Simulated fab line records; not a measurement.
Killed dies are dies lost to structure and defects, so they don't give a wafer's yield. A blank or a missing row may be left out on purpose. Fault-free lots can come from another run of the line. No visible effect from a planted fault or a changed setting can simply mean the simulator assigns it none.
Split-lot trial | flow n5Finfet | 7 lots, 21 wafers read, on a route of 1938 steps

## THE SPLIT ITSELF
At N5_BEOL_M13_SPUTTER_44 (material Ta, target thk 10 nm, time 16.13 s), the setting timeS was moved away from the recipe's 16.13 s on 7 of the 21 wafers read, by -9.1% to +12.5%. All remaining wafers had this setting at the recipe value.

The reading comes from the split's own step.

## THE READING
Ta_of_BEOL_M13_SPUTTER_44.thkNm (the simulator's own value, which no gauge read), in nm, at N5_BEOL_M13_SPUTTER_44 (material Ta, target thk 10 nm, time 16.13 s). The file does not state a usual value for it. The 14 wafers here that ran the recipe average 10.0 nm, standard deviation 0.17 nm.

wafer  | tool, chamber at the split | timeS as run, s | against the recipe | Ta_of_BEOL_M13_SPUTTER_44.thkNm, nm | against lot-mates on the recipe
L077.1 | pvdSputter-01, -           | 18.14           | +12.5%             | 10.8                                | +1.2
L077.3 | pvdSputter-01, -           | 18.14           | +12.5%             | 11.2                                | +1.6
L077.4 | pvdSputter-01, -           | 16.13           | recipe             | 9.6                                 | -
L081.3 | pvdSputter-03, -           | 16.13           | recipe             | 9.8                                 | -
L081.5 | pvdSputter-03, -           | 15.43           | -4.3%              | 9.6                                 | -0.2
L081.6 | pvdSputter-03, -           | 15.43           | -4.3%              | 9.4                                 | -0.4
L088.1 | pvdSputter-02, -           | 14.66           | -9.1%              | 9                                   | -1.0
L088.3 | pvdSputter-02, -           | 14.66           | -9.1%              | 9                                   | -1.0
L088.5 | pvdSputter-02, -           | 16.13           | recipe             | 10                                  | -
L090.1 | pvdSputter-01, -           | 16.13           | recipe             | 10                                  | -
L090.5 | pvdSputter-01, -           | 16.13           | recipe             | 10                                  | -
L090.4 | pvdSputter-01, -           | 16.13           | recipe             | 9.8                                 | -
L091.3 | pvdSputter-03, -           | 16.13           | recipe             | 10                                  | -
L091.6 | pvdSputter-03, -           | 16.13           | recipe             | 10                                  | -
L091.4 | pvdSputter-03, -           | 18.15           | +12.5%             | 11.4                                | +1.4
L095.3 | pvdSputter-01, -           | 16.13           | recipe             | 9.8                                 | -
L095.6 | pvdSputter-01, -           | 16.13           | recipe             | 9.8                                 | -
L095.4 | pvdSputter-01, -           | 16.13           | recipe             | 10                                  | -
L096.1 | pvdSputter-03, -           | 16.13           | recipe             | 10.2                                | -
L096.4 | pvdSputter-03, -           | 16.13           | recipe             | 10.2                                | -
L096.5 | pvdSputter-03, -           | 16.13           | recipe             | 10.2                                | -

THE FIT
A straight line over all 21 wafers: Ta_of_BEOL_M13_SPUTTER_44.thkNm changes by +0.0978 nm for each +1% of timeS; r = +0.95; the points scatter about the line by 0.18 nm.
The same after taking each lot's own level away (the mean of its wafers on the recipe; 21 wafers): +0.109 nm for each +1%; r = +0.99; scatter 0.1 nm.
On that fit, the largest move of timeS shifts the reading by 1.4 nm.
From 9.60 to 10.20 nm: that is the span of the lots' own levels, equal to 3.5 times the standard deviation above.
Hence the slope depends on the lot-to-lot level, as the two fits are not the same.
Check: for one of the wafers moved furthest among these (+12.5%), held out of the fit, the line's prediction against its lot-mates is +1.38 nm. Against them it came out at +1.4 nm.

## THE OTHER SPLITS THESE WAFERS WENT THROUGH
Before the reading, these wafers also passed through other splits. Each is held against what the fit with the lots' levels taken away leaves over:
other split on the same wafers   | wafers away from the commonest value | r with Ta_of_BEOL_M13_SPUTTER_44.thkNm (lot level and that fit taken away)
N5_BEOL_M10_TRENCH_ETCH_37 timeS | 4                                    | +0.07
N5_BEOL_M11_ETCH_62 biasW        | 6                                    | -0.56
N5_BEOL_M13_SPUTTER_43 timeS     | 7                                    | +0.13

## THE FILE'S OWN FIT
Ta_of_BEOL_M13_SPUTTER_44.thkNm changes by +0.11 nm for each +1% of timeS, r = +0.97.
